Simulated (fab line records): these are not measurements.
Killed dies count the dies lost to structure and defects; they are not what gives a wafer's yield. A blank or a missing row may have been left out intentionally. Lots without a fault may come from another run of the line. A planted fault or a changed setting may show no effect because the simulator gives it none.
fab line records + flow nand_harc + part 2 of 2: steps 5 to 6 of 6
record:
- lots: 18
- wafers: 54
- last_day: 24
route steps=1159 shown P_ZERO_WELL@31 P_STI@89 P_GATE@144
lots that met no fault: taken from a fault-free run of the same line
start_h: the number of hours between the record's first day and the start of the first shown wafer of the lot + wait_h: hours since the lot's step before + " same as the row above + L1.1+2: one row covering several wafers at once + - no value, or no start was given + * or withheld: withheld + < > ~ a bound
route shown NAME@n: NAME is a module with steps in the file, n the number in the route of the first one + usual: mean/standard deviation taken from wafers without a fault + same: alike in all rows + chamber/n: place in a boat + sites: each site's reading + _std_site: the values' standard deviation + _edge_site: outer sites' mean less inner sites' + radius_mm: for every site, how far away it sits from the centre of the wafer + mask NAME#n: copy n + behind: tool/chamber where the wafer was last shaped + hold: reason for holding the lot/hours on hold/outcome of the hold + device: transistor that didn't switch, given as n, p or np + end of line: tests of these same wafers at the route's end + step lacking rows: just its recipe + killed: count of dies lost to structure and defects at first sort (not the wafer's yield) + map: the dies of a wafer, with x for killed, . for not killed, _ for no die there
set.NAME: the setting that was run; set.NAME@STEP: the one run at that earlier step + model.NAME: the simulator's own value behind a step, which no gauge read
the route's steps for a sample of lots (tables are steps, rows are wafers)
services: when a tool's chamber went out of use (start_h, in hours from the record's first day, below 0 if earlier), for how many hours, and the reason
== steps ==
step: NHARC_P_GATE_ETCHBACK_37
recipe:
- target_depth_a: 345
- time_s: 17.2
- chf3_flow_sccm: 50
- o2_flow_sccm: 10
- ar_flow_sccm: 200
- rf_w: 500
- bias_w: 200
- chemistry: CHF3/O2
usual:
- drypump_motor_current_A: 5.9/0.57
- o2_flow_sccm: 10.00/0.033
- oes_product_au: 0.96/0.043
- rf_vpp_V: 370.1/2.6
- showerhead_plenum_p_Torr: 2.38/0.12
- throttle_valve_pct: 20.573/0.0093
| lot.wafer | tool        | chamber | start_h | wait_h | drypump_motor_current_A | o2_flow_sccm | oes_product_au | rf_hours_counter_h | rf_vpp_V | showerhead_plenum_p_Torr | throttle_valve_pct |
|-----------|-------------|---------|---------|--------|-------------------------|--------------|----------------|--------------------|----------|--------------------------|--------------------|
| L074.2    | rie_diel-11 | 1       | -       | -      | 6.6                     | 10.04        | 0.92           | 14                 | 371.0    | 2.43                     | 20.569             |
| L074.3    | "           | 2       | "       | "      | 4.8                     | 10.04        | 0.90           | 14                 | 369.8    | 2.35                     | 20.573             |
| L074.5    | "           | 1       | "       | "      | 6.6                     | 10.03        | 0.92           | -                  | 372.7    | 2.43                     | 20.563             |
| L075.2    | rie_diel-12 | 0       | -       | -      | 5.2                     | 10.00        | 1.00           | 34                 | 367.9    | 2.23                     | 20.562             |
| L075.4    | "           | 1       | "       | "      | 6.0                     | 10.01        | 1.00           | 30                 | 369.7    | 2.34                     | 20.577             |
| L075.3    | "           | 2       | "       | "      | 6.2                     | 9.98         | 1.00           | 29                 | 367.3    | 2.28                     | 20.577             |
| L077.2    | rie_diel-12 | 0       | -       | -      | 5.2                     | 10.00        | 0.95           | 36                 | 368.0    | 2.23                     | 20.577             |
| L077.3    | "           | 3       | "       | "      | 6.0                     | 10.02        | 0.94           | 34                 | 368.5    | 2.28                     | 20.575             |
| L077.6    | "           | 0       | "       | "      | 5.2                     | 10.03        | 0.94           | -                  | 367.9    | 2.23                     | 20.564             |
| L076.1    | rie_diel-13 | 3       | -       | -      | 6.3                     | 10.00        | 1.03           | 4                  | 374.0    | 2.53                     | 20.584             |
| L076.3    | "           | 0       | "       | "      | 5.5                     | 10.02        | 1.03           | 3                  | 373.9    | 2.60                     | 20.569             |
| L076.6    | "           | 3       | "       | "      | 6.3                     | 10.02        | 1.02           | -                  | 372.9    | 2.53                     | 20.565             |
| L078.3    | rie_diel-12 | 1       | -       | -      | 6.1                     | 10.03        | 0.93           | 33                 | 368.4    | 2.34                     | 20.576             |
| L078.1    | "           | 2       | "       | "      | 6.2                     | 10.03        | 0.91           | 31                 | 367.5    | 2.28                     | 20.557             |
| L078.5    | "           | 1       | "       | "      | 6.1                     | 10.01        | 0.93           | -                  | 369.4    | 2.34                     | 20.568             |
| L079.1    | rie_diel-13 | 2       | -       | -      | 6.5                     | 9.93         | 1.00           | 10                 | 368.7    | 2.26                     | 20.585             |
| L079.5    | "           | 0       | "       | "      | 5.5                     | 9.95         | 1.02           | -                  | 372.8    | 2.59                     | 20.580             |
| L079.6    | "           | 1       | "       | "      | 5.3                     | 9.99         | 0.97           | -                  | 371.2    | 2.52                     | 20.569             |
| L080.4    | rie_diel-11 | 1       | -       | -      | 6.7                     | 9.98         | 0.94           | 22                 | 370.5    | 2.43                     | 20.581             |
| L080.5    | "           | 1       | "       | "      | 6.7                     | 9.99         | 0.92           | -                  | 371.8    | 2.43                     | 20.581             |
| L080.6    | "           | 2       | "       | "      | 4.8                     | 10.06        | 0.92           | -                  | 369.6    | 2.34                     | 20.565             |
| L081.3    | rie_diel-11 | 2       | -       | -      | 4.8                     | 10.01        | 0.93           | 22                 | 369.3    | 2.34                     | 20.564             |
| L081.4    | "           | 3       | "       | "      | 6.3                     | 9.99         | 0.95           | 23                 | 369.2    | 2.36                     | 20.595             |
| L081.6    | "           | 2       | "       | "      | 4.8                     | 9.99         | 0.93           | -                  | 368.8    | 2.34                     | 20.564             |
| L084.3    | rie_diel-13 | 1       | -       | -      | 5.3                     | 10.02        | 0.99           | 17                 | 373.5    | 2.52                     | 20.573             |
| L084.4    | "           | 0       | "       | "      | 5.5                     | 10.01        | 1.03           | 17                 | 373.3    | 2.59                     | 20.586             |
| L084.6    | "           | 1       | "       | "      | 5.3                     | 9.96         | 0.99           | -                  | 373.7    | 2.52                     | 20.562             |
| L083.2    | rie_diel-12 | 3       | -       | -      | 6.0                     | 9.97         | 0.93           | 44                 | 369.1    | 2.27                     | 20.574             |
| L083.1    | "           | 0       | "       | "      | 5.2                     | 10.04        | 0.93           | 47                 | 367.2    | 2.22                     | 20.590             |
| L083.6    | "           | 1       | "       | "      | 6.1                     | 9.99         | 0.93           | -                  | 370.6    | 2.34                     | 20.584             |
| L086.2    | rie_diel-11 | 2       | -       | -      | 4.8                     | 10.05        | 0.91           | 27                 | 369.3    | 2.34                     | 20.559             |
| L086.3    | "           | 3       | "       | "      | 6.3                     | 10.03        | 0.94           | 28                 | 370.6    | 2.36                     | 20.561             |
| L086.5    | "           | 1       | "       | "      | 6.6                     | 10.02        | 0.92           | -                  | 370.7    | 2.43                     | 20.557             |
| L087.4    | rie_diel-12 | 2       | -       | -      | 6.2                     | 9.98         | 0.93           | 52                 | 366.8    | 2.27                     | 20.565             |
| L087.6    | "           | 2       | "       | "      | 6.2                     | 10.02        | 0.93           | -                  | 368.2    | 2.27                     | 20.585             |
| L087.5    | "           | 3       | "       | "      | 6.0                     | 9.97         | 0.96           | -                  | 367.7    | 2.27                     | 20.564             |
| L085.3    | rie_diel-13 | 0       | -       | -      | 5.5                     | 10.04        | 1.04           | 27                 | 373.9    | 2.59                     | 20.563             |
| L085.2    | "           | 3       | "       | "      | 6.3                     | 10.08        | 1.03           | 29                 | 374.3    | 2.52                     | 20.579             |
| L085.6    | "           | 1       | "       | "      | 5.3                     | 9.96         | 1.00           | -                  | 372.1    | 2.52                     | 20.573             |
| L091.4    | rie_diel-11 | 1       | -       | -      | 6.6                     | 10.02        | 0.97           | 1                  | 369.5    | 2.43                     | 20.575             |
| L091.6    | "           | 3       | "       | "      | 6.3                     | 9.99         | 1.01           | -                  | 369.3    | 2.36                     | 20.573             |
| L091.5    | "           | 0       | "       | "      | 5.9                     | 10.07        | 0.99           | -                  | 373.3    | 2.55                     | 20.566             |
| L090.3    | rie_diel-12 | 0       | -       | -      | 5.2                     | 10.02        | 0.93           | 64                 | 365.0    | 2.22                     | 20.581             |
| L090.5    | "           | 1       | "       | "      | 6.0                     | 10.07        | 0.92           | -                  | 369.8    | 2.33                     | 20.561             |
| L090.6    | "           | 2       | "       | "      | 6.2                     | 10.01        | 0.92           | -                  | 367.9    | 2.26                     | 20.587             |
| L092.4    | rie_diel-11 | 1       | -       | -      | 6.6                     | 9.97         | 0.92           | 3                  | 369.9    | 2.43                     | 20.551             |
| L092.3    | "           | 3       | "       | "      | 6.3                     | 9.99         | 0.93           | 3                  | 370.4    | 2.36                     | 20.582             |
| L092.6    | "           | 2       | "       | "      | 4.8                     | 10.00        | 0.92           | -                  | 369.6    | 2.34                     | 20.576             |
| L095.1    | rie_diel-11 | 2       | -       | -      | 4.8                     | 9.99         | 0.93           | 6                  | 370.8    | 2.34                     | 20.571             |
| L095.6    | "           | 0       | "       | "      | 5.9                     | 10.01        | 0.93           | -                  | 374.2    | 2.55                     | 20.590             |
| L095.5    | "           | 1       | "       | "      | 6.6                     | 10.05        | 0.92           | -                  | 371.4    | 2.43                     | 20.597             |
| L097.1    | rie_diel-13 | 3       | -       | -      | 6.3                     | 9.98         | 1.02           | 55                 | 372.9    | 2.51                     | 20.563             |
| L097.3    | "           | 0       | "       | "      | 5.5                     | 9.96         | 1.02           | 51                 | 372.9    | 2.58                     | 20.563             |
| L097.6    | "           | 3       | "       | "      | 6.3                     | 9.95         | 1.02           | -                  | 371.5    | 2.51                     | 20.582             |
step: NHARC_P_GATE_DESCUM_93
recipe:
- time_s: 3
- o2_flow_sccm: 200
- ar_flow_sccm: 0
- bias_power_w: 0
- chemistry: O2
usual:
- drypump_motor_current_A: 5.9/0.62
- o2_flow_sccm: 200.0/0.6
- oes_product_au: 1.000/0.015
- rf_vpp_V: 57.8/0.9
- showerhead_plenum_p_Torr: 1.92/0.09
- throttle_valve_pct: 11.311/0.01
| lot.wafer | tool        | chamber | start_h | wait_h | drypump_motor_current_A | o2_flow_sccm | oes_product_au | rf_hours_counter_h | rf_vpp_V | showerhead_plenum_p_Torr | throttle_valve_pct |
|-----------|-------------|---------|---------|--------|-------------------------|--------------|----------------|--------------------|----------|--------------------------|--------------------|
| L074.3    | rie_diel-11 | 2       | 104.49  | -      | 4.8                     | 200.3        | 0.967          | 16                 | 56.5     | 1.87                     | 11.306             |
| L074.2    | "           | 3       | "       | "      | 6.3                     | 200.1        | 1.000          | 16                 | 57.9     | 1.88                     | 11.312             |
| L074.5    | "           | 2       | "       | "      | 4.8                     | 201.1        | 0.981          | -                  | 59.1     | 1.87                     | 11.307             |
| L075.2    | rie_diel-11 | 1       | 116.14  | -      | 6.6                     | 200.0        | 1.000          | 17                 | 57.1     | 1.94                     | 11.300             |
| L075.4    | "           | 2       | "       | "      | 4.8                     | 201.1        | 0.975          | 19                 | 56.9     | 1.87                     | 11.306             |
| L075.3    | "           | 3       | "       | "      | 6.3                     | 199.6        | 1.015          | 19                 | 59.2     | 1.88                     | 11.312             |
| L077.3    | rie_diel-11 | 3       | 121.55  | -      | 6.3                     | 200.4        | 1.017          | 20                 | 56.9     | 1.88                     | 11.322             |
| L077.2    | "           | 0       | "       | "      | 5.9                     | 200.5        | 1.002          | 19                 | 57.3     | 2.04                     | 11.338             |
| L077.6    | "           | 0       | "       | "      | 5.9                     | 199.6        | 1.001          | -                  | 57.6     | 2.04                     | 11.333             |
| L076.1    | rie_diel-11 | 1       | 122.20  | -      | 6.6                     | 200.0        | 0.995          | 18                 | 57.2     | 1.94                     | 11.322             |
| L076.3    | "           | 3       | "       | "      | 6.3                     | 200.4        | 1.004          | 20                 | 57.2     | 1.88                     | 11.299             |
| L076.6    | "           | 0       | "       | "      | 5.9                     | 200.0        | 0.989          | -                  | 57.8     | 2.04                     | 11.312             |
| L078.3    | rie_diel-11 | 1       | 130.01  | -      | 6.6                     | 200.3        | 0.999          | 20                 | 57.6     | 1.94                     | 11.324             |
| L078.1    | "           | 2       | "       | "      | 4.8                     | 200.9        | 0.986          | 20                 | 57.4     | 1.86                     | 11.315             |
| L078.5    | "           | 1       | "       | "      | 6.6                     | 200.5        | 0.988          | -                  | 57.8     | 1.94                     | 11.326             |
| L079.1    | rie_diel-13 | 0       | 142.21  | -      | 5.4                     | 199.6        | 1.028          | 13                 | 58.5     | 2.07                     | 11.305             |
| L079.6    | "           | 1       | "       | "      | 5.3                     | 199.7        | 0.985          | -                  | 58.8     | 2.01                     | 11.311             |
| L079.5    | "           | 2       | "       | "      | 6.5                     | 200.5        | 0.998          | -                  | 57.7     | 1.80                     | 11.307             |
| L080.4    | rie_diel-11 | 1       | 144.56  | -      | 6.6                     | 200.2        | 1.005          | 22                 | 58.2     | 1.94                     | 11.305             |
| L080.6    | "           | 2       | "       | "      | 4.8                     | 199.0        | 0.992          | -                  | 57.4     | 1.86                     | 11.320             |
| L080.5    | "           | 3       | "       | "      | 6.3                     | 198.8        | 1.019          | -                  | 58.8     | 1.88                     | 11.315             |
| L081.3    | rie_diel-11 | 1       | 145.03  | -      | 6.6                     | 200.8        | 0.985          | 22                 | 57.9     | 1.94                     | 11.332             |
| L081.4    | "           | 2       | "       | "      | 4.8                     | 199.9        | 0.984          | 22                 | 55.6     | 1.86                     | 11.326             |
| L081.6    | "           | 1       | "       | "      | 6.6                     | 201.3        | 0.994          | -                  | 58.3     | 1.94                     | 11.301             |
| L084.4    | rie_diel-11 | 3       | 160.99  | -      | 6.3                     | 200.3        | 1.006          | 25                 | 56.3     | 1.88                     | 11.301             |
| L084.3    | "           | 0       | "       | "      | 5.9                     | 200.7        | 1.005          | 25                 | 58.7     | 2.04                     | 11.321             |
| L084.6    | "           | 1       | "       | "      | 6.6                     | 200.2        | 0.984          | -                  | 56.9     | 1.94                     | 11.316             |
| L083.2    | rie_diel-11 | 2       | 162.02  | -      | 4.8                     | 199.9        | 0.985          | 24                 | 57.5     | 1.86                     | 11.305             |
| L083.1    | "           | 0       | "       | "      | 5.9                     | 199.7        | 0.992          | 25                 | 57.1     | 2.04                     | 11.308             |
| L083.6    | "           | 3       | "       | "      | 6.3                     | 200.0        | 1.019          | -                  | 57.7     | 1.88                     | 11.315             |
| L086.3    | rie_diel-12 | 0       | 181.72  | -      | 5.1                     | 200.1        | 1.015          | 57                 | 58.0     | 1.76                     | 11.312             |
| L086.2    | "           | 2       | "       | "      | 6.2                     | 198.8        | 0.988          | 53                 | 57.6     | 1.80                     | 11.322             |
| L086.5    | "           | 1       | "       | "      | 6.1                     | 199.4        | 1.005          | -                  | 57.1     | 1.86                     | 11.327             |
| L087.4    | rie_diel-11 | 2       | 182.81  | -      | 4.8                     | 199.9        | 0.974          | 28                 | 59.1     | 1.86                     | 11.327             |
| L087.5    | "           | 0       | "       | "      | 5.9                     | 200.5        | 0.992          | -                  | 58.4     | 2.04                     | 11.324             |
| L087.6    | "           | 1       | "       | "      | 6.6                     | 199.6        | 0.999          | -                  | 57.4     | 1.94                     | 11.318             |
| L085.2    | rie_diel-11 | 0       | 184.39  | -      | 5.9                     | 198.9        | 0.982          | 29                 | 58.7     | 2.04                     | 11.320             |
| L085.3    | "           | 2       | "       | "      | 4.8                     | 199.5        | 0.974          | 28                 | 56.4     | 1.86                     | 11.313             |
| L085.6    | "           | 1       | "       | "      | 6.6                     | 199.9        | 1.002          | -                  | 57.4     | 1.94                     | 11.306             |
| L091.6    | rie_diel-13 | 2       | 205.30  | -      | 6.4                     | 199.6        | 1.014          | -                  | 55.8     | 1.79                     | 11.312             |
| L091.4    | "           | 3       | "       | "      | 6.3                     | 200.1        | 1.020          | -                  | 57.6     | 2.01                     | 11.306             |
| L091.5    | "           | 0       | "       | "      | 5.5                     | 199.6        | 1.037          | -                  | 59.4     | 2.06                     | 11.321             |
| L090.3    | rie_diel-11 | 1       | 207.11  | -      | 6.6                     | 199.3        | 0.982          | 3                  | 58.2     | 1.93                     | 11.327             |
| L090.6    | "           | 3       | "       | "      | 6.3                     | 200.2        | 0.999          | -                  | 56.6     | 1.88                     | 11.311             |
| L090.5    | "           | 0       | "       | "      | 5.9                     | 199.6        | 0.996          | -                  | 56.7     | 2.04                     | 11.299             |
| L092.3    | rie_diel-12 | 0       | 214.33  | -      | 5.1                     | 200.4        | 0.991          | 2                  | 56.8     | 2.08                     | 11.304             |
| L092.4    | "           | 0       | "       | "      | 5.2                     | 200.7        | 0.998          | -                  | 58.8     | 2.08                     | 11.331             |
| L092.6    | "           | 3       | "       | "      | 6.0                     | 199.6        | 1.026          | -                  | 57.7     | 1.80                     | 11.303             |
| L095.1    | rie_diel-13 | 2       | 231.90  | -      | 6.5                     | 200.4        | 1.013          | 52                 | 57.2     | 1.78                     | 11.301             |
| L095.6    | "           | 2       | "       | "      | 6.5                     | 201.0        | 1.010          | -                  | 57.2     | 1.78                     | 11.326             |
| L095.5    | "           | 3       | "       | "      | 6.3                     | 200.4        | 1.009          | -                  | 58.4     | 2.00                     | 11.329             |
| L097.3    | rie_diel-11 | 0       | 245.29  | -      | 5.9                     | 200.5        | 0.988          | 6                  | 58.8     | 2.03                     | 11.302             |
| L097.1    | "           | 2       | "       | "      | 4.8                     | 199.5        | 0.991          | 7                  | 57.5     | 1.86                     | 11.313             |
| L097.6    | "           | 3       | "       | "      | 6.3                     | 200.4        | 0.986          | -                  | 57.2     | 1.87                     | 11.314             |
== services ==
| tool        | chamber | start_h | hours | kind   |
|-------------|---------|---------|-------|--------|
| rie_diel-11 | -       | 12.64   | 9.0   | pm     |
| rie_diel-12 | -       | 25.45   | 9.0   | pm     |
| rie_diel-07 | 3       | 30.37   | 7.2   | repair |
| rie_diel-08 | 1       | 41.22   | 3.9   | repair |
| rie_diel-07 | 2       | 51.06   | 5.5   | repair |
| rie_diel-07 | -       | 51.20   | 9.0   | pm     |
| rie_diel-09 | 0       | 63.07   | 9.2   | repair |
| rie_diel-07 | -       | 66.40   | 0.6   | repair |
| rie_diel-09 | -       | 77.31   | 9.0   | pm     |
| rie_diel-07 | 0       | 90.86   | 6.1   | repair |
| rie_diel-11 | 1       | 104.14  | 4.3   | repair |
| rie_diel-07 | 0       | 106.04  | 4.7   | repair |
| rie_diel-09 | 1       | 111.70  | 5.0   | repair |
| rie_diel-11 | 2       | 116.83  | 9.9   | repair |
| rie_diel-08 | -       | 124.80  | 9.0   | pm     |
| rie_diel-09 | 2       | 153.55  | 8.5   | repair |
| rie_diel-09 | -       | 155.86  | 0.8   | repair |
| rie_diel-11 | -       | 156.69  | 1.7   | repair |
| rie_diel-09 | 3       | 158.89  | 35.7  | repair |
| rie_diel-07 | -       | 159.59  | 0.2   | repair |
| rie_diel-09 | 1       | 185.50  | 4.7   | repair |
| rie_diel-11 | -       | 189.64  | 9.0   | pm     |
| rie_diel-08 | 0       | 196.00  | 45.2  | repair |
| rie_diel-12 | 1       | 217.61  | 2.5   | repair |
